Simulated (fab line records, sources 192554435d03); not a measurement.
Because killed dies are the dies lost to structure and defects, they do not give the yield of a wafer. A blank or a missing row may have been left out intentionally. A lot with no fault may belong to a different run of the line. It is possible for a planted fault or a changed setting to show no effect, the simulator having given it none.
Which tool is to blame? -- flow n5Finfet -- 69 wafers sampled from 23 lots at 1 step of a route of 1938

## WHAT THE GAUGES SHOWED, per wafer
N5_BEOL_M0_SAQP_CD_MEAS_40 targets a cd of 30 nm.
lot,measured,on,cdNm (nm)
L074,day 5 15:38,cdSem-01,30.24 30.37 30.16
L076,day 6 07:00,cdSem-01,30.36 30.52 30.02
L077,day 6 10:13,cdSem-01,30.16 30.20 30.44
L078,day 6 15:07,cdSem-03,29.91 30.00 30.00
L079,day 6 22:29,cdSem-01,30.51 30.52 30.25
L080,day 7 03:29,cdSem-03,30.01 30.61 30.02
L081,day 7 10:33,cdSem-02,30.16 30.35 30.08
L082,day 7 13:23,cdSem-02,30.22 30.09 30.47
L083,day 7 21:49,cdSem-01,30.14 30.22 30.37
L084,day 8 11:01,cdSem-02,30.09 29.87 29.92
L085,day 8 17:49,cdSem-02,30.24 30.36 30.09
L086,day 8 18:21,cdSem-02,30.12 29.91 29.64
L087,day 8 23:00,cdSem-02,29.57 30.24 29.90
L088,day 9 02:03,cdSem-01,30.02 30.03 30.56
L089,day 9 11:18,cdSem-01,30.24 29.78 29.84
L090,day 9 13:45,cdSem-01,29.97 29.91 30.08
L091,day 10 00:40,cdSem-01,30.20 30.31 30.27
L092,day 10 05:08,cdSem-01,30.71 30.10 30.13
L093,day 10 07:53,cdSem-02,29.97 30.55 30.28
L095,day 10 20:54,cdSem-01,29.94 29.86 30.08
L094,day 11 01:01,cdSem-02,29.79 30.27 30.25
L096,day 11 05:23,cdSem-02,29.83 30.46 30.19
L097,day 11 07:23,cdSem-02,29.90 29.87 29.68

## TOOL THAT RAN EACH LOT (tool first, then ch and the chambers of the sampled wafers, then the start)
No process step before these readings appears in the record.

## AS READ BY THE TOOLS THEMSELVES (means over the sampled wafers that have a number; for cases with no such wafer, the mark the record gives instead)
The record holds no such reading with a usual standard deviation.

## THE ANSWER, worked out from the rows above alone
Rule: the usual values come from the lots themselves. The widest of any qualifying gaps counts: lots, ordered by their means at a reading, are off when they make up no more than a third of the lots, leave a main group of 4 or more, and stand apart from it by 3 or more times the standard deviation of that group's means. A main group is skipped when, at the precision printed for the reading in the tables above, its means are all equal. A lot without any number at a reading at which 4 lots or more have one is off too. Any other lot the step has rows for is counted as sound. Order of review: gauges by route order, followed by the tools' own readings, for which a lot's mean as printed above is used. At the first step where some lot is off, the reading lying furthest off is the one used; lots without a number count as furthest.
No lot is off at any reading shown: from this, nothing can be told.

## WHAT THE SIMULATOR HAD PUT IN
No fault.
